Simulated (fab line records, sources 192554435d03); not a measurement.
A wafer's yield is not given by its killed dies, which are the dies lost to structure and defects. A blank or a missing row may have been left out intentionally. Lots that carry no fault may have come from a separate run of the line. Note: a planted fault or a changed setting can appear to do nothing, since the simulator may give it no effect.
The same fault as seen by 2 desks | flow n5-finfet | numbers are kept per desk, each desk with only its own; the story behind them comes last

TOOL OWNER'S DESK, rie-diel-03
The tool's own readings at N5_BEOL_M1_TRENCH_ETCH_37 (etches SiOC in C4F6/O2, target depth 55.207 nm, time 29 s): means of the sampled wafers that have a number, for each lot that ran on this tool. A lot is out of limits, marked OUT, if its mean lies more than 4 standard deviations from the usual mean; the brackets give that distance.
Columns: A = bias-w at N5_BEOL_M1_TRENCH_ETCH_37, usual 185.1 W; B = drypump-motor-current-A at N5_BEOL_M1_TRENCH_ETCH_37, usual 6.0 A; C = mfc-ar-sccm at N5_BEOL_M1_TRENCH_ETCH_37, usual 299.9 sccm; D = oes-product-au at N5_BEOL_M1_TRENCH_ETCH_37, usual 0.78 a.u.; E = rf-vpp-V at N5_BEOL_M1_TRENCH_ETCH_37, usual 667 V; F = showerhead-plenum-p-Torr at N5_BEOL_M1_TRENCH_ETCH_37, usual 2.82 Torr; G = throttle-valve-pct at N5_BEOL_M1_TRENCH_ETCH_37, usual 20.90 %
lot  | first seen here | A               | B   | C     | D    | E              | F    | G
L122 | day 6 21:27     | 185.1           | 5.8 | 300.4 | 0.80 | 674            | 2.91 | 20.85
L127 | day 8 00:46     | 185.5           | 5.9 | 300.4 | 0.81 | 670            | 2.84 | 20.70
L130 | day 8 16:02     | 185.3           | 5.7 | 299.9 | 0.79 | 676            | 2.95 | 20.65
L135 | day 10 01:43    | 164.2 (-39) OUT | 5.7 | 299.9 | 0.76 | 616 (-6.8) OUT | 2.94 | 20.67
L137 | day 10 11:19    | 174.5 (-20) OUT | 5.9 | 300.1 | 0.79 | 640            | 2.83 | 20.72
Finding of this desk: L135, L137 out of limits; the first was L135 at day 10 01:43, on bias-w at N5_BEOL_M1_TRENCH_ETCH_37. L122, L127, L130: within limits.

THE METROLOGY DESK
Means of the sampled wafers that have a number, per lot and without regard to the tool the lot ran on: this is what the gauges read. A lot is out of limits, marked OUT, if its mean lies more than 4 standard deviations from the usual mean; the brackets give that distance. Of its 10 readings 7 are shown: those that lie furthest out on some lot.
Columns: A = DIBL_P at N5_BEOL_M4_RC_MEAS_101, usual 35.8 mV/V; B = IOFF_P at N5_BEOL_M4_RC_MEAS_101, usual 0.204 nA/um; C = ION_N at N5_BEOL_M4_RC_MEAS_101, usual 673 uA/um; D = ION_P at N5_BEOL_M4_RC_MEAS_101, usual 462 uA/um; E = SS_N at N5_BEOL_M4_RC_MEAS_101, usual 71.4 mV/dec; F = SS_P at N5_BEOL_M4_RC_MEAS_101, usual 73.3 mV/dec; G = VT_P at N5_BEOL_M4_RC_MEAS_101, usual -251 mV
lot  | first seen here | A    | B     | C   | D   | E    | F    | G
L122 | day 9 03:01     | 36.5 | 0.208 | 683 | 467 | 71.1 | 73.3 | -250
L124 | day 9 04:58     | 38.0 | 0.219 | 677 | 464 | 71.8 | 73.8 | -249
L127 | day 9 21:02     | 34.1 | 0.193 | 668 | 459 | 71.5 | 73.1 | -252
L130 | day 10 15:25    | 35.8 | 0.195 | 673 | 460 | 71.9 | 72.8 | -251
L135 | day 11 22:26    | 37.3 | 0.244 | 675 | 468 | 71.6 | 73.4 | -247
L137 | day 12 04:54    | 35.2 | 0.185 | 672 | 459 | 71.3 | 72.8 | -252
L140 | day 13 05:35    | 35.0 | 0.220 | 677 | 465 | 71.4 | 73.4 | -248
L142 | day 13 09:00    | 36.4 | 0.228 | 681 | 470 | 71.1 | 74.0 | -249
L143 | day 13 16:02    | 35.6 | 0.169 | 666 | 457 | 71.2 | 72.8 | -254
This desk's verdict: no lot among the 9 shows anything out of limits.

TAKEN TOGETHER
On L135, L137, at day 10 01:43, an alarm was possible from the tool owner's desk.
From the metrology desk's view, nothing was out of limits.
The metrology desk has L135, L137 on record, within its limits.
Of the lots named, all ran N5_BEOL_M1_TRENCH_ETCH_37 on rie-diel-03.

WHAT HAD BEEN PUT IN BY THE SIMULATOR
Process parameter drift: rie-diel-03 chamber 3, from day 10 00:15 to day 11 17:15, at N5_BEOL_M1_TRENCH_ETCH_37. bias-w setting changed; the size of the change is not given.
Lots struck among those shown: L135, L137.
Hours from the fault's start to each desk's first reading out of limits: the tool owner's desk, 1.
